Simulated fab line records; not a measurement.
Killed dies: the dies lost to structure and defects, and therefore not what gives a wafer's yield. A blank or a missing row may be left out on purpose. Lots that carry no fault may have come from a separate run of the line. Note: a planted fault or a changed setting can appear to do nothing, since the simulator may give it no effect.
fab line records + flow nand-harc + part 2 of 2: steps 32 to 41 of 41
record
- lots=5
- wafers=15
- last-day=33
route steps=1302 shown P_STI@92 P_GATE@110
lots with no fault: from the same line, run without faults
start-h: hours from the record's first day to the start of the lot's first wafer shown + wait-h: time in hours since the lot's previous step + " unchanged from the row above + L1.1+2: one row covering several wafers at once + - either no value or no given start + * or withheld: withheld + < > ~ a bound
route shown NAME@n: NAME is a module with steps in the file, n the number in the route of the first one + usual: average and standard deviation across the fault-free wafers + same: alike in all rows + chamber/n: place in a boat + sites: the reading at each site + _std_site: their standard deviation + _edge_site: the outer-site mean with the inner-site mean subtracted + radius-mm: for every site, how far away it sits from the centre of the wafer + mask NAME#n: copy n + behind: the tool/chamber that last shaped the wafer + hold: what put the lot on hold/how long, in hours/how the hold closed + device: which transistor (n, p or np) failed to switch + end of line: at the end of the route, the tests of the same wafers + a step without rows: its recipe alone + killed: dies that structure and defects cost at the first sort, which is not the same as the wafer's yield + map: the dies of a wafer, with x for killed, . for not killed, _ for no die there
set.NAME: setting as actually run; set.NAME@STEP: the setting as run at that earlier step + model.NAME: the simulator's own value behind a step, which no gauge read
a table for each step, a row for each wafer; lots at some steps of the route
services: when a tool's chamber went out of use (start-h, in hours from the record's first day, below 0 if earlier), for how many hours, and the reason
## steps
# step NHARC_P_GATE_DESCUM_13
# recipe
- time-s=3
- o2-flow-sccm=200
- ar-flow-sccm=0
- bias-power-w=0
- chemistry=O2
# usual
- drypump-motor-current-A=5.8/0.36
- oes-product-au=0.997/0.0093
- rf-vpp-V=57.8/0.87
- showerhead-plenum-p-Torr=1.93/0.084
- throttle-valve-pct=11.311/0.0086
# same
- bias-power-w=0
| lot.wafer | tool        | chamber | start-h | wait-h | drypump-motor-current-A | oes-product-au | rf-hours-counter-h | rf-vpp-V | showerhead-plenum-p-Torr | throttle-valve-pct |
|-----------|-------------|---------|---------|--------|-------------------------|----------------|--------------------|----------|--------------------------|--------------------|
| L074.4    | rie-diel-02 | 1       | 90.14   | -      | 5.6                     | 0.983          | 2.1                | 57.6     | 1.99                     | 11.307             |
| L074.3    | "           | 3       | "       | "      | 5.8                     | 0.993          | 1.6                | 58.1     | 1.96                     | 11.301             |
| L074.1    | "           | 0       | "       | "      | 5.8                     | 0.998          | 1.8                | 59.5     | 2.03                     | 11.315             |
| L077.2    | rie-diel-02 | 2       | 108.52  | -      | 5.9                     | 0.989          | 3.7                | 57.7     | 1.84                     | 11.298             |
| L077.1    | "           | 3       | "       | "      | 5.8                     | 0.992          | 3.1                | 59.4     | 1.96                     | 11.315             |
| L077.3    | "           | 1       | "       | "      | 5.6                     | 1.003          | 3.7                | 58.3     | 1.99                     | 11.304             |
| L078.3    | rie-diel-13 | 3       | 126.40  | -      | 6.5                     | 1.005          | 9.4                | 57.1     | 1.82                     | 11.327             |
| L078.4    | "           | 0       | "       | "      | 5.2                     | 1.005          | 8.7                | 59.5     | 1.96                     | 11.323             |
| L078.6    | "           | 3       | "       | "      | 6.5                     | 1.014          | -                  | 56.5     | 1.82                     | 11.302             |
| L085.4    | rie-diel-02 | 3       | 198.08  | -      | 5.8                     | 0.995          | 7.6                | 57.8     | 1.95                     | 11.316             |
| L085.1    | "           | 0       | "       | "      | 5.8                     | 1.004          | 7.7                | 59.0     | 2.03                     | 11.303             |
| L085.6    | "           | 0       | "       | "      | 5.8                     | 1.008          | -                  | 58.1     | 2.03                     | 11.307             |
| L095.1    | rie-diel-13 | 2       | 290.36  | -      | 5.4                     | 0.996          | 3.3                | 56.4     | 2.06                     | 11.303             |
| L095.2    | "           | 3       | "       | "      | 6.4                     | 1.016          | 4.9                | 56.5     | 1.82                     | 11.319             |
| L095.6    | "           | 2       | "       | "      | 5.4                     | 0.992          | -                  | 57.3     | 2.06                     | 11.320             |
# step NHARC_P_GATE_ETCH_14
# recipe
- target-depth-a=488
- chemistry=dHF
- material=SiO2
| lot.wafer  | tool         | chamber | start-h | wait-h |
|------------|--------------|---------|---------|--------|
| L074.3+4+1 | wet-bench-04 | 4,5,7   | 90.28   | 0.1    |
| L077.2+1+3 | wet-bench-04 | 5,6,1   | 108.66  | 0.1    |
| L078.3+6+4 | wet-bench-04 | 7,0,1   | 126.54  | 0.1    |
| L085.6+4+1 | wet-bench-04 | 7,0,1   | 198.24  | 0.1    |
| L095.6+1+2 | wet-bench-03 | 5,6,1   | 290.50  | 0.1    |
# step NHARC_P_GATE_STRIP_15
# recipe
- time-s=780
- temp-c=130
- chemistry=SPM
| lot.wafer  | tool         | chamber | start-h | wait-h |
|------------|--------------|---------|---------|--------|
| L074.3+4+1 | wet-bench-04 | 4,5,7   | 90.32   | 0.0    |
| L077.2+1+3 | wet-bench-04 | 5,6,1   | 108.70  | 0.0    |
| L078.3+6+4 | wet-bench-04 | 7,0,1   | 126.58  | 0.0    |
| L085.6+4+1 | wet-bench-04 | 7,0,1   | 198.28  | 0.0    |
| L095.6+1+2 | wet-bench-03 | 5,6,1   | 290.54  | 0.0    |
# step NHARC_P_GATE_PRECLEAN_71
# recipe
- time-s=*
- temp-c=50
- bath-age-min=0
- chemistry=SC1
| lot.wafer  | tool         | chamber | start-h | wait-h |
|------------|--------------|---------|---------|--------|
| L074.3+4+1 | wet-bench-04 | 4,5,7   | -       | -      |
| L077.2+1+3 | wet-bench-04 | 5,6,1   | -       | -      |
| L078.3+6+4 | wet-bench-04 | 7,0,1   | -       | -      |
| L085.6+4+1 | wet-bench-04 | 7,0,1   | -       | -      |
| L095.6+1+2 | wet-bench-03 | 5,6,1   | -       | -      |
# step NHARC_P_GATE_SRD_72
| lot.wafer  | tool         | chamber | start-h | wait-h |
|------------|--------------|---------|---------|--------|
| L074.3+4+1 | wet-bench-04 | 4,5,7   | -       | -      |
| L077.2+1+3 | wet-bench-04 | 5,6,1   | -       | -      |
| L078.3+6+4 | wet-bench-04 | 7,0,1   | -       | -      |
| L085.6+4+1 | wet-bench-04 | 7,0,1   | -       | -      |
| L095.6+1+2 | wet-bench-03 | 5,6,1   | -       | -      |
# step NHARC_P_GATE_OXIDE_16
# recipe
- target-thk-a=30
- temp-c=875
- ox-time-s=392
- material=SiO2
# usual
- spike-tc-lower-C=875.4/1.9
- tube-center-temp-C=875/0.078
- zone-power-bottom-pct=25.8/0.52
# same
- ox-time-s=392
| lot.wafer | tool       | chamber | start-h | wait-h | spike-tc-lower-C | tube-center-temp-C | zone-power-bottom-pct |
|-----------|------------|---------|---------|--------|------------------|--------------------|-----------------------|
| L074.1    | furnace-08 | 0       | 96.02   | -      | 877.7            | 875.21             | 24.7                  |
| L074.3    | "          | 0       | "       | "      | 877.4            | 874.99             | 25.7                  |
| L074.4    | "          | 0       | "       | "      | 877.6            | 875.15             | 25.2                  |
| L077.1    | furnace-03 | 0       | 112.20  | -      | 874.0            | 874.94             | 26.3                  |
| L077.2    | "          | 0       | "       | "      | 874.7            | 875                | 26.4                  |
| L077.3    | "          | 0       | "       | "      | 875.0            | 874.96             | 25.7                  |
| L078.3    | furnace-07 | 0       | 130.79  | -      | 873.5            | 874.95             | 25.5                  |
| L078.4    | "          | 0       | "       | "      | 872.6            | 875.1              | 25.7                  |
| L078.6    | "          | 0       | "       | "      | 872.8            | 874.97             | 25.7                  |
| L085.1    | furnace-08 | 0       | 202.28  | -      | 877.7            | 875                | 25.4                  |
| L085.4    | "          | 0       | "       | "      | 876.4            | 875.03             | 24.9                  |
| L085.6    | "          | 0       | "       | "      | 877.8            | 875.02             | 24.9                  |
| L095.1    | furnace-03 | 0       | 293.94  | -      | 875.8            | 875.06             | 26.4                  |
| L095.2    | "          | 0       | "       | "      | 875.7            | 875.04             | 26.6                  |
| L095.6    | "          | 0       | "       | "      | 877.1            | 874.97             | 25.8                  |
# step NHARC_P_GATE_CVD_17
# recipe
- target-thk-a=1500
- temp-c=620
- time-s=900
- material=poly-Si
# usual
- spike-tc-lower-C=620.1/1.3
- tube-center-temp-C=620/0.062
- zone-power-bottom-pct=14.4/0.95
| lot.wafer | tool          | chamber | start-h | wait-h | spike-tc-lower-C | tube-center-temp-C | zone-power-bottom-pct |
|-----------|---------------|---------|---------|--------|------------------|--------------------|-----------------------|
| L074.1    | lpcvd-poly-02 | 0       | 102.27  | 2.7    | 621.1            | 619.94             | 16.8                  |
| L074.3    | "             | 0       | "       | "      | 619.3            | 620.02             | 16.7                  |
| L074.4    | "             | 0       | "       | "      | 619.4            | 620.04             | 16.5                  |
| L077.1    | lpcvd-poly-04 | 0       | 118.27  | 2.5    | 619.8            | 620.01             | 14.2                  |
| L077.2    | "             | 0       | "       | "      | 619.9            | 620.03             | 14.1                  |
| L077.3    | "             | 0       | "       | "      | 620.1            | 619.94             | 14.2                  |
| L078.3    | lpcvd-poly-04 | 0       | 136.86  | 2.5    | 619.4            | 620.07             | 13.9                  |
| L078.4    | "             | 0       | "       | "      | 619.1            | 620.02             | 14.3                  |
| L078.6    | "             | 0       | "       | "      | 620.1            | 620                | 14.0                  |
| L085.1    | lpcvd-poly-04 | 0       | 210.66  | 4.8    | 620.0            | 619.98             | 14.3                  |
| L085.4    | "             | 0       | "       | "      | 620.6            | 620.02             | 14.1                  |
| L085.6    | "             | 0       | "       | "      | 618.3            | 619.94             | 14.3                  |
| L095.1    | lpcvd-poly-04 | 0       | 300.01  | 2.5    | 620.3            | 620.1              | 14.3                  |
| L095.2    | "             | 0       | "       | "      | 620.1            | 620                | 14.3                  |
| L095.6    | "             | 0       | "       | "      | 620.4            | 620.06             | 14.3                  |
# step NHARC_P_GATE_HM_DEP_102
# recipe
- target-thk-a=1200
- temp-c=400
- material=aC
# usual
- throttle-valve-pct=34.999/0.0095
| lot.wafer | tool       | chamber | start-h | wait-h | throttle-valve-pct |
|-----------|------------|---------|---------|--------|--------------------|
| L074.1    | acl-dep-02 | 0       | 105.70  | 1.2    | 35.001             |
| L074.3    | "          | 0       | "       | "      | 34.986             |
| L074.4    | "          | 0       | "       | "      | 34.997             |
| L077.1    | acl-dep-01 | 0       | 125.53  | 5.0    | 35.011             |
| L077.2    | "          | 0       | "       | "      | 34.996             |
| L077.3    | "          | 0       | "       | "      | 34.990             |
| L078.3    | acl-dep-01 | 0       | 140.39  | 1.3    | 34.983             |
| L078.4    | "          | 0       | "       | "      | 34.998             |
| L078.6    | "          | 0       | "       | "      | 34.985             |
| L085.1    | acl-dep-03 | 0       | 213.27  | 0.4    | 34.998             |
| L085.4    | "          | 0       | "       | "      | 34.992             |
| L085.6    | "          | 0       | "       | "      | 34.984             |
| L095.1    | acl-dep-03 | 0       | 302.64  | 0.4    | 35.014             |
| L095.2    | "          | 0       | "       | "      | 34.983             |
| L095.6    | "          | 0       | "       | "      | 35.003             |
# step NHARC_P_GATE_DEP_103
# recipe
- target-thk-a=300
- target-thk-nm=30
- temp-c=400
- flow-sccm=200
- rf-w=350
- material=SiON
# usual
- heater-power-w=764/68
| lot.wafer | tool     | chamber | start-h | wait-h | heater-power-w |
|-----------|----------|---------|---------|--------|----------------|
| L074.3    | pecvd-02 | 2       | 106.38  | 0.4    | 841            |
| L074.1    | "        | 1       | "       | "      | 755            |
| L074.4    | "        | 2       | "       | "      | 843            |
| L077.3    | pecvd-03 | 2       | 126.19  | 0.3    | 810            |
| L077.2    | "        | 0       | "       | "      | 769            |
| L077.1    | "        | 1       | "       | "      | 783            |
| L078.3    | pecvd-02 | 1       | 140.87  | 0.4    | 830            |
| L078.4    | "        | 0       | "       | "      | 732            |
| L078.6    | "        | 2       | "       | "      | 944            |
| L085.1    | pecvd-03 | 2       | 214.00  | 0.6    | 771            |
| L085.4    | "        | 1       | "       | "      | 779            |
| L085.6    | "        | 2       | "       | "      | 769            |
| L095.1    | pecvd-03 | 0       | 303.31  | 0.6    | 810            |
| L095.2    | "        | 1       | "       | "      | 852            |
| L095.6    | "        | 1       | "       | "      | 838            |
# step NHARC_P_GATE_DEHYDRATE_18
# recipe
- temp-c=150
- time-s=120
# usual
- heater-power-total-W=182.6/1.2
- resist-line-temp-C=22.99/0.099
| lot.wafer | tool           | chamber | start-h | wait-h | heater-power-total-W | resist-line-temp-C |
|-----------|----------------|---------|---------|--------|----------------------|--------------------|
| L074.1    | litho-track-06 | 0       | 106.65  | 0.2    | 181.0                | 23.07              |
| L074.3    | "              | 0       | "       | "      | 183.2                | 22.93              |
| L074.4    | "              | 0       | "       | "      | 182.7                | 22.94              |
| L077.1    | litho-track-06 | 0       | 126.46  | 0.2    | 181.1                | 23.03              |
| L077.2    | "              | 0       | "       | "      | 180.8                | 22.93              |
| L077.3    | "              | 0       | "       | "      | 181.0                | 22.89              |
| L078.3    | litho-track-04 | 0       | 141.11  | 0.2    | 182.7                | 22.93              |
| L078.4    | "              | 0       | "       | "      | 184.4                | 22.90              |
| L078.6    | "              | 0       | "       | "      | 184.2                | 23.02              |
| L085.1    | litho-track-06 | 0       | 214.21  | 0.2    | 183.2                | 22.92              |
| L085.4    | "              | 0       | "       | "      | 184.2                | 22.88              |
| L085.6    | "              | 0       | "       | "      | 181.6                | 22.98              |
| L095.1    | litho-track-04 | 0       | 303.58  | 0.2    | 182.6                | 23.06              |
| L095.2    | "              | 0       | "       | "      | 180.7                | 22.93              |
| L095.6    | "              | 0       | "       | "      | 183.3                | 23.13              |
## services
| tool           | chamber | start-h | hours | kind   |
|----------------|---------|---------|-------|--------|
| wet-bench-03   | -       | 34.40   | 8.0   | pm     |
| wet-bench-04   | -       | 51.20   | 8.0   | pm     |
| litho-track-02 | -       | 52.00   | 7.0   | pm     |
| wet-bench-02   | -       | 68.00   | 8.0   | pm     |
| litho-track-07 | -       | 76.00   | 7.0   | pm     |
| litho-track-03 | -       | 100.00  | 7.0   | pm     |
| wet-bench-01   | -       | 101.60  | 8.0   | pm     |
| furnace-05     | -       | 116.94  | 26.0  | pm     |
| wet-bench-03   | -       | 123.96  | 3.7   | repair |
| wet-bench-09   | -       | 133.90  | 3.0   | repair |
| furnace-03     | -       | 173.72  | 1.8   | repair |
| wet-bench-09   | -       | 176.80  | 8.0   | pm     |
| hdpcvd-01      | -       | 185.13  | 13.0  | pm     |
| wet-bench-06   | -       | 193.60  | 8.0   | pm     |
| wet-bench-03   | -       | 210.40  | 8.0   | pm     |
| litho-track-02 | -       | 227.00  | 7.0   | pm     |
| wet-bench-04   | -       | 227.20  | 8.0   | pm     |
| wet-bench-03   | -       | 234.09  | 1.0   | repair |
| wet-bench-02   | -       | 244.00  | 8.0   | pm     |
| litho-track-07 | -       | 251.00  | 7.0   | pm     |
| hdpcvd-01      | -       | 265.50  | 0.9   | repair |
| litho-track-03 | -       | 275.00  | 7.0   | pm     |
| wet-bench-01   | -       | 277.60  | 8.0   | pm     |
| furnace-03     | -       | 297.47  | 26.0  | pm     |
